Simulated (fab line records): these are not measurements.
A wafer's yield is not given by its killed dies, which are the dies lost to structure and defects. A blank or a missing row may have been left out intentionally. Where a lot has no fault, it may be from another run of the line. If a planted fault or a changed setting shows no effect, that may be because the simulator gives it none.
Chamber matching || flow nand_harc || NHARC_THIN_TSV_DESCUM_35 on rie_diel-09 has 4 sister chambers
The step chemistry O2, time 3 s. 4 wafers are shown with their chamber, then 7 later ones without.

== WAFERS WITH THEIR CHAMBER ==
{"wafer": "L684.6", "chamber": 1, "drypump_motor_current_A (A)": 4.8}
{"wafer": "L687.4", "chamber": 3, "drypump_motor_current_A (A)": 5.8}
{"wafer": "L686.1", "chamber": 0, "drypump_motor_current_A (A)": 5.5}
{"wafer": "L686.2", "chamber": 2, "drypump_motor_current_A (A)": 5.3}

== WAFERS WHOSE CHAMBER IS MISSING ==
{"wafer": "L686.4", "drypump_motor_current_A (A)": 4.8}
{"wafer": "L694.2", "drypump_motor_current_A (A)": 5.8}
{"wafer": "L694.3", "drypump_motor_current_A (A)": 5.6}
{"wafer": "L694.6", "drypump_motor_current_A (A)": 5.7}
{"wafer": "L703.1", "drypump_motor_current_A (A)": 5.3}
{"wafer": "L703.3", "drypump_motor_current_A (A)": 5.7}
{"wafer": "L703.4", "drypump_motor_current_A (A)": 5.6}

== EACH ONE'S CHAMBER ==
{"wafer": "L686.4", "from the rows above": 1, "in truth": 1}
{"wafer": "L694.2", "from the rows above": 3, "in truth": 3}
{"wafer": "L694.3", "from the rows above": "can't be placed: 0 or 3", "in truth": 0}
{"wafer": "L694.6", "from the rows above": "can't be placed: 3 or 0", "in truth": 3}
{"wafer": "L703.1", "from the rows above": 2, "in truth": 2}
{"wafer": "L703.3", "from the rows above": "can't be placed: 3 or 0", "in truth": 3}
{"wafer": "L703.4", "from the rows above": "can't be placed: 0 or 3", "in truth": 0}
3 of 7 placed correctly. Not placeable from these rows: 4 (in 4, the candidates include the true chamber). Number placed wrongly: 0.
How it was worked out, from the rows above alone: a wafer's distance from a chamber is the root of the sum, over the readings, of the square of ((its reading less the chamber's mean) divided by the reading's scatter). The wafer belongs to the nearest chamber; if the next one is less than 2 further off, it can't be placed. For every chamber, the mean is computed from those of its wafers that are shown. The scatter: root of mean squared gap, hidden wafer to nearest shown wafer, with one shown wafer a chamber.
